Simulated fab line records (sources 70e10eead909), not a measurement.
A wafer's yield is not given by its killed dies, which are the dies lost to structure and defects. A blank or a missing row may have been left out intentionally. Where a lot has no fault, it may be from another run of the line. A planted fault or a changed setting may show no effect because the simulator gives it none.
fab line records | flow nandHarc
record: lots: 5 | wafers: 15 | lastDay: 22
route steps=1159 shown P_M1@297 END@1159
lots that met no fault: from a run of the same line without faults
startH: hours from the record's first day to the start of the lot's first wafer shown | waitH: hours since the lot's step before | " the same as in the row above | L1.1+2: several wafers, shown together as one row | - no value present, or no start provided | * or withheld: withheld | < > ~ a bound
route shown NAME@n: names a module that has steps shown in the file, with the first one's number in the route | usual: mean/standard deviation of fault-free wafers | same: alike in all rows | chamber/n: place in a boat | sites: the reading at each site | _std_site: standard deviation across them | _edge_site: inner sites' mean taken away from outer sites' mean | radiusMm: for every site, how far away it sits from the centre of the wafer | mask NAME#n: copy n | behind: the tool/chamber that last shaped the wafer | hold: why the lot went on hold/how many hours it stayed there/how the hold came to an end | device: the transistor (n, p or np) that didn't switch | end of line: the route-end tests of the same wafers | a step given without rows: its recipe and nothing more | killed: not the wafer's yield, but the dies lost to structure and defects at the first sort | map: dies across one wafer; x = killed, . = not, _ = none there
set.NAME: the setting the step ran with; set.NAME@STEP: the setting that earlier step ran with | model.NAME: the simulator's own value behind a step, which no gauge read
certain route steps with their lots: each step a table, each wafer a row
services: when a tool's chamber went out of use (startH, in hours from the record's first day, below 0 if earlier), for how many hours, and the reason
== steps ==
step: NHARC_P_M1_INSPECT_11
usual: rawDefectCount: 3.5/1.9
lot.wafer | tool             | chamber | startH | waitH | rawDefectCount
L288.2    | defectInspect-02 | -       | 113.33 | 0.0   | 2
L288.5    | "                | -       | "      | "     | 3
L288.6    | "                | -       | "      | "     | 1
L290.3    | defectInspect-02 | -       | 122.96 | 0.0   | 4
L290.4    | "                | -       | "      | "     | 2
L290.5    | "                | -       | "      | "     | 3
L289.1    | defectInspect-02 | -       | 123.44 | 0.0   | 5
L289.2    | "                | -       | "      | "     | 2
L289.6    | "                | -       | "      | "     | 2
L296.3    | defectInspect-02 | -       | 172.77 | 0.1   | 4
L296.5    | "                | -       | "      | "     | 6
L296.6    | "                | -       | "      | "     | 1
L303.1    | defectInspect-02 | -       | 208.52 | 0.0   | 2
L303.2    | "                | -       | "      | "     | 3
L303.3    | "                | -       | "      | "     | 2
step: NHARC_P_M1_DESCUM_14
recipe: timeS: 3 | o2FlowSccm: 200 | arFlowSccm: 0 | biasPowerW: 0 | chemistry: O2
usual: drypumpMotorCurrentA: 5.7/0.37 | oesProductAu: 0.999/0.0088 | rfVppV: 57.8/0.84 | showerheadPlenumPTorr: 1.93/0.096 | throttleValvePct: 11.311/0.0092
lot.wafer | tool       | chamber | startH | waitH | drypumpMotorCurrentA | oesProductAu | rfHoursCounterH | rfVppV | showerheadPlenumPTorr | throttleValvePct
L288.2    | rieDiel-01 | 1       | 113.42 | 0.1   | 6.0                  | 1.010        | 4               | 57.2   | 1.85                  | 11.324
L288.6    | "          | 3       | "      | "     | 6.1                  | 1.003        | -               | 56.4   | 1.80                  | 11.309
L288.5    | "          | 0       | "      | "     | 5.3                  | 1.006        | -               | 59.2   | 2.00                  | 11.314
L290.4    | rieDiel-12 | 1       | 123.02 | 0.1   | 5.2                  | 0.993        | 5               | 57.3   | 2.06                  | 11.306
L290.3    | "          | 2       | "      | "     | 5.6                  | 0.986        | 6               | 59.2   | 1.98                  | 11.299
L290.5    | "          | 2       | "      | "     | 5.6                  | 0.991        | -               | 58.5   | 1.98                  | 11.307
L289.2    | rieDiel-08 | 0       | 123.50 | 0.1   | 6.1                  | 0.993        | 9               | 57.2   | 1.96                  | 11.299
L289.1    | "          | 2       | "      | "     | 6.2                  | 1.005        | 10              | 57.5   | 1.78                  | 11.316
L289.6    | "          | 0       | "      | "     | 6.1                  | 0.987        | -               | 57.9   | 1.96                  | 11.316
L296.3    | rieDiel-08 | 2       | 172.83 | 0.1   | 6.2                  | 1.005        | 3               | 55.8   | 1.78                  | 11.295
L296.5    | "          | 2       | "      | "     | 6.2                  | 0.991        | -               | 57.3   | 1.78                  | 11.323
L296.6    | "          | 3       | "      | "     | 5.5                  | 0.988        | -               | 58.3   | 2.05                  | 11.298
L303.3    | rieDiel-08 | 0       | 208.58 | 0.1   | 6.1                  | 0.997        | 5               | 56.9   | 1.96                  | 11.311
L303.1    | "          | 1       | "      | "     | 5.6                  | 0.994        | 6               | 55.9   | 1.88                  | 11.312
L303.2    | "          | 3       | "      | "     | 5.5                  | 0.990        | 6               | 57.0   | 2.04                  | 11.305
step: NHARC_P_M1_ETCH_35
recipe: targetDepthA: 400 | overetchA: 120 | timeS: 43.94 | ionEnergyEv: 200 | n2FlowSccm: 150 | h2FlowSccm: 150 | arFlowSccm: 0 | rfW: 400 | biasW: 150 | chemistry: N2/H2
step: NHARC_P_M1_ETCH_15
recipe: targetDepthA: 1825 | timeS: 91.2 | c4f8FlowSccm: withheld | arFlowSccm: 400 | rfW: 600 | biasW: 300 | chemistry: C4F8/Ar
step: NHARC_P_M1_CD_MEAS_16
usual: cdNm: 130.1/0.74
lot.wafer | tool     | chamber | startH | waitH | cdNm
L288.2    | cdSem-02 | -       | 113.73 | -     | 132.2
L288.5    | "        | -       | "      | "     | 129.4
L288.6    | "        | -       | "      | "     | 131.1
L290.3    | cdSem-01 | -       | 123.33 | -     | 130.8
L290.4    | "        | -       | "      | "     | 129.4
L290.5    | "        | -       | "      | "     | 130.0
L289.1    | cdSem-03 | -       | 123.81 | -     | 130.2
L289.2    | "        | -       | "      | "     | 130.8
L289.6    | "        | -       | "      | "     | 131.8
L296.3    | cdSem-01 | -       | 173.14 | -     | 130.1
L296.5    | "        | -       | "      | "     | 129.9
L296.6    | "        | -       | "      | "     | 130.5
L303.1    | cdSem-02 | -       | 208.89 | -     | 129.6
L303.2    | "        | -       | "      | "     | 129.9
L303.3    | "        | -       | "      | "     | 130.5
step: NHARC_P_M1_STRIP_18
recipe: powerW: 1000 | n2FlowSccm: 150 | h2FlowSccm: 150 | arFlowSccm: 0 | biasW: 0 | chemistry: N2/H2
step: NHARC_P_M1_ETCH_28
recipe: targetDepthA: 300 | overEtchFrac: 0.3 | timeS: 72.99 | ionEnergyEv: 150 | cf4FlowSccm: 50 | n2FlowSccm: 100 | arFlowSccm: 150 | rfW: 300 | biasW: 100 | chemistry: CF4/N2
usual: cf4FlowSccm: 50.00/0.16 | drypumpMotorCurrentA: 5.7/0.37 | oesProductAu: 1.000/0.0093 | rfVppV: 314.6/2.1 | showerheadPlenumPTorr: 2.65/0.12 | throttleValvePct: 19.794/0.0086
same: overEtchFrac: 0.3
lot.wafer | tool       | chamber | startH | waitH | cf4FlowSccm | drypumpMotorCurrentA | oesProductAu | rfHoursCounterH | rfVppV | showerheadPlenumPTorr | throttleValvePct
L288.2    | rieDiel-01 | 3       | -      | -     | 50.11       | 6.0                  | 1.005        | 3               | 311.1  | 2.48                  | 19.793
L288.5    | "          | 1       | "      | "     | 50.39       | 6.0                  | 1.014        | -               | 311.1  | 2.54                  | 19.800
L288.6    | "          | 2       | "      | "     | 50.10       | 5.0                  | 1.015        | -               | 314.6  | 2.65                  | 19.814
L290.4    | rieDiel-01 | 0       | -      | -     | 49.72       | 5.3                  | 1.012        | 3               | 316.0  | 2.74                  | 19.794
L290.3    | "          | 3       | "      | "     | 49.93       | 6.0                  | 0.998        | 4               | 311.7  | 2.48                  | 19.797
L290.5    | "          | 1       | "      | "     | 50.07       | 6.0                  | 1.008        | -               | 312.1  | 2.54                  | 19.791
L289.1    | rieDiel-12 | 2       | -      | -     | 50.15       | 5.6                  | 0.989        | 7               | 316.4  | 2.71                  | 19.791
L289.2    | "          | 3       | "      | "     | 50.07       | 6.0                  | 0.988        | 7               | 317.3  | 2.80                  | 19.799
L289.6    | "          | 1       | "      | "     | 49.59       | 5.2                  | 0.998        | -               | 318.5  | 2.82                  | 19.780
L296.3    | rieDiel-12 | 2       | -      | -     | 49.82       | 5.6                  | 0.988        | 11              | 314.1  | 2.71                  | 19.800
L296.5    | "          | 2       | "      | "     | 50.02       | 5.6                  | 0.993        | -               | 314.6  | 2.71                  | 19.785
L296.6    | "          | 3       | "      | "     | 50.18       | 6.0                  | 0.992        | -               | 318.1  | 2.80                  | 19.796
L303.3    | rieDiel-08 | 0       | -      | -     | 50.30       | 6.1                  | 0.994        | 5               | 315.8  | 2.68                  | 19.789
L303.2    | "          | 1       | "      | "     | 50.11       | 5.6                  | 1.000        | 6               | 314.6  | 2.58                  | 19.792
L303.1    | "          | 3       | "      | "     | 50.13       | 5.4                  | 1.005        | 6               | 315.9  | 2.80                  | 19.781
step: NHARC_P_M1_STRIP_19
recipe: timeS: 600 | tempC: 30 | chemistry: postEtchResidueRemover
step: NHARC_P_M1_DEGAS_29
recipe: tempC: 250 | timeS: 60
usual: heaterPowerW: 309/24
lot.wafer | tool          | chamber | startH | waitH | heaterPowerW
L288.2    | pvdSputter-03 | -       | 114.44 | -     | 279
L288.5    | "             | -       | "      | "     | 272
L288.6    | "             | -       | "      | "     | 300
L290.3    | pvdSputter-03 | -       | 124.04 | -     | 300
L290.4    | "             | -       | "      | "     | 272
L290.5    | "             | -       | "      | "     | 304
L289.1    | pvdSputter-02 | -       | 124.52 | -     | 301
L289.2    | "             | -       | "      | "     | 276
L289.6    | "             | -       | "      | "     | 331
L296.3    | pvdSputter-02 | -       | 173.85 | -     | 320
L296.6    | "             | -       | "      | "     | 333
L296.5    | "             | -       | "      | "     | 274
L303.2    | pvdSputter-03 | -       | 209.62 | -     | 304
L303.3    | "             | -       | "      | "     | 270
L303.1    | "             | -       | "      | "     | 299
step: NHARC_P_M1_PRE_CLEAN_30
recipe: timeS: 30 | tempC: 280 | gas: H2/He
usual: heaterPowerW: 379/29
lot.wafer | tool          | chamber | startH | waitH | heaterPowerW
L288.2    | pvdSputter-03 | -       | -      | -     | 390
L288.5    | "             | -       | "      | "     | 391
L288.6    | "             | -       | "      | "     | 389
L290.3    | pvdSputter-03 | -       | -      | -     | 342
L290.4    | "             | -       | "      | "     | 361
L290.5    | "             | -       | "      | "     | 361
L289.2    | pvdSputter-02 | -       | -      | -     | 388
L289.1    | "             | -       | "      | "     | 339
L289.6    | "             | -       | "      | "     | 379
L296.3    | pvdSputter-02 | -       | -      | -     | 372
L296.6    | "             | -       | "      | "     | 371
L296.5    | "             | -       | "      | "     | 397
L303.1    | pvdSputter-03 | -       | -      | -     | 386
L303.2    | "             | -       | "      | "     | 340
L303.3    | "             | -       | "      | "     | 396
step: NHARC_P_M1_PVD_20
recipe: targetThkA: 50 | biasV: 168.6 | powerW: 15000 | chamberPressurePa: 0.12 | timeS: 8.06 | substrateTempC: 50 | material: TaN
step: NHARC_P_M1_PVD_21
recipe: targetThkA: 300 | chamberPressurePa: 5 | powerW: 5000 | substrateTempC: 30 | timeS: 20.49 | material: Cu
usual: cathodeDcPowerW: 5000.0/0.88 | throttleValvePct: 29.5/0.9
lot.wafer | tool          | chamber | startH | waitH | cathodeDcPowerW | throttleValvePct
L288.2    | pvdSputter-03 | -       | -      | -     | 5001.2          | 30.8
L288.5    | "             | -       | "      | "     | 5001.2          | 30.8
L288.6    | "             | -       | "      | "     | 5000.9          | 28.8
L290.4    | pvdSputter-03 | -       | -      | -     | 4997.9          | 28.4
L290.3    | "             | -       | "      | "     | 5001.1          | 31.0
L290.5    | "             | -       | "      | "     | 5000.1          | 28.6
L289.1    | pvdSputter-02 | -       | -      | -     | 4999.7          | 29.6
L289.2    | "             | -       | "      | "     | 4999.5          | 29.0
L289.6    | "             | -       | "      | "     | 5001.0          | 29.0
L296.3    | pvdSputter-02 | -       | -      | -     | 5002.1          | 29.3
L296.5    | "             | -       | "      | "     | 5001.3          | 29.0
L296.6    | "             | -       | "      | "     | 4999.8          | 30.0
L303.3    | pvdSputter-03 | -       | -      | -     | 4999.2          | 28.4
L303.2    | "             | -       | "      | "     | 5000.2          | 31.1
L303.1    | "             | -       | "      | "     | 4998.9          | 28.2
step: NHARC_P_M1_ECD_22
recipe: targetThkA: 4000 | bathTempC: 25 | material: Cu
lot.wafer  | tool     | chamber | startH | waitH
L288.2+6+5 | ecdCu-01 | 0,1,0   | 114.86 | -
L290.4+3+5 | ecdCu-02 | 1,0,1   | 124.87 | -
L289.1+2+6 | ecdCu-02 | 0,1,1   | 125.07 | -
L296.3+5+6 | ecdCu-01 | 0,0,1   | 174.31 | -
L303.2+1+3 | ecdCu-02 | 0,1,0   | 209.98 | -
step: NHARC_P_M1_ANNEAL_31
recipe: tempC: 225 | timeS: 90
step: NHARC_P_M1_CMP_23
recipe: tOverpolishS: 20 | targetThkNm: 157.82
usual: motorCurrentA: 11.7/1 | padLifeWafers: 358/110 | timeToEndpointS: 28.5/2.1
lot.wafer | tool   | chamber | startH | waitH | motorCurrentA | padLifeWafers | timeToEndpointS
L288.2    | cmp-02 | 2       | 115.57 | -     | 10.7          | 409           | 26.2
L288.6    | "      | 1       | "      | "     | 11.9          | -             | 28.3
L288.5    | "      | 2       | "      | "     | 11.5          | -             | 27.2
L290.4    | cmp-02 | 3       | 125.52 | -     | 10.1          | 463           | 29.1
L290.3    | "      | 1       | "      | "     | 12.6          | 465           | 28.6
L290.5    | "      | 2       | "      | "     | 11.5          | -             | 29.8
L289.2    | cmp-02 | 2       | 125.87 | -     | 10.7          | 469           | 30.1
L289.1    | "      | 0       | "      | "     | 13.2          | 471           | 25.9
L289.6    | "      | 1       | "      | "     | 12.1          | -             | 28.2
L296.3    | cmp-02 | 1       | 175.02 | -     | 11.6          | 249           | 29.7
L296.6    | "      | 2       | "      | "     | 11.1          | -             | 29.6
L296.5    | "      | 3       | "      | "     | 10.6          | -             | 30.9
L303.1    | cmp-01 | 3       | 210.71 | -     | 11.9          | 192           | 23.4
L303.3    | "      | 1       | "      | "     | 12.2          | 194           | 14.3
L303.2    | "      | 2       | "      | "     | 11.2          | 195           | 25.2
step: NHARC_P_M1_THK_MEAS_24
recipe: thkMeasGauge: xrf
usual: thkNm: 157.8/1.5
lot.wafer | tool         | chamber | startH | waitH | thkNm
L288.2    | filmMetro-02 | -       | 115.86 | -     | 161.1
L288.5    | "            | -       | "      | "     | 157.6
L288.6    | "            | -       | "      | "     | 156.9
L290.3    | filmMetro-02 | -       | 125.81 | -     | 157.6
L290.4    | "            | -       | "      | "     | 159.7
L290.5    | "            | -       | "      | "     | 157.2
L289.1    | filmMetro-02 | -       | 126.15 | -     | 155.7
L289.2    | "            | -       | "      | "     | 157.5
L289.6    | "            | -       | "      | "     | 154.3
L296.3    | filmMetro-02 | -       | 175.25 | -     | 161.0
L296.5    | "            | -       | "      | "     | 156.9
L296.6    | "            | -       | "      | "     | 157.9
L303.1    | filmMetro-01 | -       | 211.02 | -     | 158.4
L303.2    | "            | -       | "      | "     | 156.1
L303.3    | "            | -       | "      | "     | 158.2
step: NHARC_END_SORT_01
recipe: tempC: 25
usual: defectLimitedYield: 95.4/1.7 | killedAtArray: 27/11 | killedAtOther: 0.6/0.89 | killedAtPeriphery: 3.0/2.4 | killedDies: 31/12 | killedOpen: 3.2/1.6 | killedShort: 2.0/1.5 | sort_bin_2_pct: 1.5/0.69 | sort_bin_3_pct: 0.23/0.22 | sort_bin_4_pct: 2.9/1.1 | sortNPass: 646/12 | sortRimYieldPct: 94/3.3 | sortYieldPct: 95.4/1.7
same: grossDies: 677 | sort_bin_5_pct[%]: 0 | sort_bin_6_pct[%]: 0 | sort_bin_7_pct[%]: 0 | sort_bin_8_pct[%]: 0 | sortRimNGross: 106.00
lot.wafer | tool      | chamber | startH | waitH | defectLimitedYield[%] | killedAtArray | killedAtOther | killedAtPeriphery | killedDies | killedOpen | killedShort | sort_bin_2_pct[%] | sort_bin_3_pct[%] | sort_bin_4_pct[%] | sortNPass | sortRimYieldPct[%] | sortYieldPct[%]
L288.2    | prober-02 | 0       | 449.77 | 2.8   | 94.8                  | 34            | 1             | 0                 | 35         | 4          | 0           | 1.6               | 0.15              | 3.4               | 642       | 95                 | 94.8
L288.5    | prober-02 | 0       | 452.20 | 3.7   | 94.7                  | 32            | 2             | 2                 | 36         | 2          | 0           | 1.2               | 0                 | 4.1               | 641       | 91                 | 94.7
L288.6    | prober-02 | 0       | 453.00 | 4.0   | 96.2                  | 24            | 0             | 2                 | 26         | 3          | 2           | 1.8               | 0.15              | 1.9               | 651       | 97                 | 96.2
L290.3    | prober-01 | 0       | 450.61 | 3.1   | 95.9                  | 25            | 2             | 1                 | 28         | 3          | 2           | 1.2               | 0.44              | 2.5               | 649       | 92                 | 95.9
L290.4    | prober-01 | 0       | 451.41 | 3.4   | 96.5                  | 22            | 1             | 1                 | 24         | 4          | 2           | 1.2               | 0.15              | 2.2               | 653       | 96                 | 96.5
L290.5    | prober-01 | 0       | 452.20 | 3.7   | 96.8                  | 17            | 3             | 2                 | 22         | 4          | 2           | 0.9               | 0                 | 2.4               | 655       | 94                 | 96.8
L289.1    | prober-01 | 0       | 456.76 | 2.5   | 96.0                  | 22            | 1             | 4                 | 27         | 0          | 6           | 0.7               | 0.44              | 2.8               | 650       | 95                 | 96.0
L289.2    | prober-01 | 0       | 457.55 | 2.8   | 96.2                  | 25            | 0             | 1                 | 26         | 3          | 0           | 1.2               | 0.15              | 2.5               | 651       | 96                 | 96.2
L289.6    | prober-01 | 0       | 460.72 | 4.0   | 96.2                  | 23            | 1             | 2                 | 26         | 2          | 1           | 0.6               | 0.15              | 3.1               | 651       | 96                 | 96.2
L296.3    | prober-01 | 0       | 491.53 | 3.1   | 96.8                  | 19            | 1             | 2                 | 22         | 6          | 0           | 1.2               | 0.15              | 1.9               | 655       | 99                 | 96.8
L296.5    | prober-01 | 0       | 493.11 | 3.7   | 95.9                  | 24            | 0             | 4                 | 28         | 5          | 3           | 1.2               | 0.15              | 2.8               | 649       | 95                 | 95.9
L296.6    | prober-01 | 0       | 493.90 | 3.9   | 97.3                  | 15            | 1             | 2                 | 18         | 4          | 3           | 0.9               | 0.30              | 1.5               | 659       | 97                 | 97.3
L303.1    | prober-02 | 0       | 516.91 | 2.5   | 95.3                  | 30            | 0             | 2                 | 32         | 3          | 2           | 1.6               | 0.44              | 2.7               | 645       | 91                 | 95.3
L303.2    | prober-02 | 0       | 517.72 | 2.8   | 95.7                  | 28            | 0             | 1                 | 29         | 2          | 3           | 1.0               | 0                 | 3.2               | 648       | 97                 | 95.7
L303.3    | prober-02 | 0       | 518.53 | 3.1   | 95.9                  | 25            | 1             | 2                 | 28         | 2          | 3           | 0.9               | 0.44              | 2.8               | 649       | 93                 | 95.9
killed by level:class
L288.2 A_CHANNEL_HOLE_D1:chamberFilmFlake=12 A_SLIT:chamberFilmFlake=10 A_STAIRCASE:chamberFilmFlake=4 A_CONTACT:chamberFilmFlake=3 A_CHANNEL_FILL_D1:geometricParticle:open=2 A_CONTACT:geometricParticle:open=2 A_WL_FILL:chamberFilmFlake=1 HYBRID_BOND:chamberFilmFlake=1
L290.3 A_SLIT:chamberFilmFlake=6 A_STAIRCASE:chamberFilmFlake=5 A_CONTACT:chamberFilmFlake=5 A_CHANNEL_HOLE_D1:chamberFilmFlake=4 A_SGD_CUT:geometricParticle:short=2 HYBRID_BOND:chamberFilmFlake=2 P_M0:geometricParticle:open=1 A_CHANNEL_HOLE_D1:geometricParticle:open=1
L290.4 A_SLIT:chamberFilmFlake=10 A_CHANNEL_HOLE_D1:chamberFilmFlake=3 A_STAIRCASE:chamberFilmFlake=2 P_M0:geometricParticle:open=1 A_SOURCE_PLATE:geometricParticle:open=1 A_ONON_D1:geometricParticle:open=1 A_CHANNEL_FILL_D1:geometricParticle:short=1 A_CONTACT:geometricParticle:short=1
L288.5 A_CHANNEL_HOLE_D1:chamberFilmFlake=17 A_SLIT:chamberFilmFlake=7 A_CONTACT:chamberFilmFlake=4 A_STAIRCASE:chamberFilmFlake=3 P_M0:geometricParticle:open=1 A_M0:geometricParticle:open=1 P_GATE:chamberFilmFlake=1 HYBRID_BOND:chamberFilmFlake=1
L290.5 A_SLIT:chamberFilmFlake=7 A_STAIRCASE:chamberFilmFlake=3 HYBRID_BOND:chamberFilmFlake=3 A_CONTACT:chamberFilmFlake=2 P_CONTACT:geometricParticle:open=1 A_WL_FILL:geometricParticle:open=1 A_CONTACT:geometricParticle:open=1 A_BLC:geometricParticle:short=1
L288.6 A_SLIT:chamberFilmFlake=8 A_CHANNEL_HOLE_D1:chamberFilmFlake=7 A_STAIRCASE:chamberFilmFlake=3 A_CONTACT:chamberFilmFlake=2 P_M0:geometricParticle:open=1 A_ONON_D1:geometricParticle:short=1 A_CHANNEL_HOLE_D1:geometricParticle:short=1 A_CHANNEL_FILL_D1:geometricParticle:open=1
L289.1 A_CHANNEL_HOLE_D1:chamberFilmFlake=9 A_SLIT:chamberFilmFlake=5 A_CONTACT:geometricParticle:short=3 A_WL_FILL:chamberFilmFlake=2 P_CONTACT:geometricParticle:short=1 P_M0:geometricParticle:short=1 A_SGD_CUT:geometricParticle:short=1 P_STI:chamberFilmFlake=1
L289.2 A_CHANNEL_HOLE_D1:chamberFilmFlake=12 A_SLIT:chamberFilmFlake=6 A_STAIRCASE:chamberFilmFlake=3 P_M0:geometricParticle:open=1 A_CONTACT:geometricParticle:open=1 A_M1:geometricParticle:open=1 A_WL_FILL:chamberFilmFlake=1 A_CONTACT:chamberFilmFlake=1
L289.6 A_CHANNEL_HOLE_D1:chamberFilmFlake=11 A_SLIT:chamberFilmFlake=7 A_STAIRCASE:chamberFilmFlake=2 A_ONON_D1:geometricParticle:open=1 A_ONON_D1:geometricParticle:short=1 STARTING-WAFER:geometricParticle:open=1 P_STI:chamberFilmFlake=1 P_GATE:chamberFilmFlake=1
L296.3 A_CONTACT:chamberFilmFlake=5 A_CHANNEL_HOLE_D1:chamberFilmFlake=4 A_STAIRCASE:chamberFilmFlake=4 A_CONTACT:geometricParticle:open=3 A_ONON_D1:geometricParticle:open=1 A_BLC:geometricParticle:open=1 P_ZERO_WELL:chamberFilmFlake=1 P_STI:chamberFilmFlake=1
L296.5 A_WL_FILL:chamberFilmFlake=9 A_CHANNEL_HOLE_D1:chamberFilmFlake=4 A_STAIRCASE:chamberFilmFlake=3 P_ZERO_WELL:chamberFilmFlake=2 P_CONTACT:geometricParticle:short=1 P_M1:geometricParticle:open=1 A_ONON_D1:geometricParticle:short=1 A_CHANNEL_FILL_D1:geometricParticle:open=1
L296.6 A_STAIRCASE:chamberFilmFlake=6 A_M0:geometricParticle:open=2 A_CHANNEL_HOLE_D1:chamberFilmFlake=2 P_CONTACT:geometricParticle:short=1 P_M0:geometricParticle:open=1 A_CHANNEL_HOLE_D1:geometricParticle:open=1 A_WL_FILL:geometricParticle:short=1 A_CONTACT:geometricParticle:short=1
L303.1 A_CHANNEL_HOLE_D1:chamberFilmFlake=15 A_CONTACT:chamberFilmFlake=6 A_BLC:geometricParticle:open=2 A_STAIRCASE:chamberFilmFlake=2 A_WL_FILL:chamberFilmFlake=2 P_GATE:geometricParticle:short=1 A_CHANNEL_FILL_D1:geometricParticle:short=1 A_CONTACT:geometricParticle:open=1
L303.2 A_CHANNEL_HOLE_D1:chamberFilmFlake=20 A_STAIRCASE:chamberFilmFlake=3 A_WL_FILL:geometricParticle:short=2 P_M2:geometricParticle:open=1 A_ONON_D1:geometricParticle:short=1 A_CONTACT:geometricParticle:open=1 A_WL_FILL:chamberFilmFlake=1
L303.3 A_CHANNEL_HOLE_D1:chamberFilmFlake=11 A_CONTACT:chamberFilmFlake=4 A_STAIRCASE:chamberFilmFlake=3 A_M0:chamberFilmFlake=3 A_WL_FILL:geometricParticle:short=2 P_CONTACT:geometricParticle:open=1 P_CONTACT:geometricParticle:short=1 A_CHANNEL_FILL_D1:geometricParticle:open=1
== services ==
tool          | chamber | startH | hours | kind
rieDiel-08    | 0       | 90.01  | 22.7  | repair
ecdCu-01      | -       | 96.29  | 8.0   | pm
pvdSputter-03 | -       | 102.07 | 10.0  | pm
cmp-02        | -       | 112.26 | 1.0   | repair
cmp-01        | -       | 121.33 | 1.1   | repair
rieDiel-08    | -       | 124.80 | 9.0   | pm
cmp-02        | -       | 128.52 | 4.0   | pm
pvdSputter-03 | -       | 132.23 | 4.0   | repair
cmp-01        | -       | 137.35 | 0.7   | repair
rieDiel-01    | -       | 137.80 | 9.0   | pm
cmp-01        | -       | 143.86 | 4.0   | repair
rieDiel-01    | 3       | 155.04 | 10.5  | repair
cmp-02        | -       | 158.80 | 0.5   | repair
ecdCu-02      | -       | 169.64 | 1.8   | repair
cmp-01        | -       | 171.43 | 2.1   | repair
ecdCu-02      | -       | 178.05 | 0.6   | repair
cmp-01        | -       | 179.63 | 4.0   | pm
ecdCu-02      | -       | 180.09 | 8.0   | pm
pvdSputter-03 | -       | 181.42 | 3.0   | repair
rieDiel-08    | 0       | 191.14 | 2.5   | repair
rieDiel-12    | 2       | 193.05 | 9.4   | repair
rieDiel-12    | -       | 202.42 | 9.0   | pm
cmp-02        | -       | 205.44 | 1.8   | repair
cmp-02        | -       | 207.92 | 1.2   | repair
== key ==
firstSign: step: NHARC_P_M1_CMP_23 | reading: timeToEndpointS | direction: down | sigmas: 6.7 | usual: * | struck: *
effect none on later readings
metAt NHARC_P_M1_ECD_22
struckWafers L303.3
onsetBetween 125.07 209.98
fault: kind: processParameterDrift | tool: ecdCu-02 | chamber: - | onsetH: 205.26 | steps: NHARC_P_M1_ECD_22 | channel: targetThkA | offset: * | shape: step | endH: 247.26 | scope: struckWafersOnly | actsIn: * | stated: *
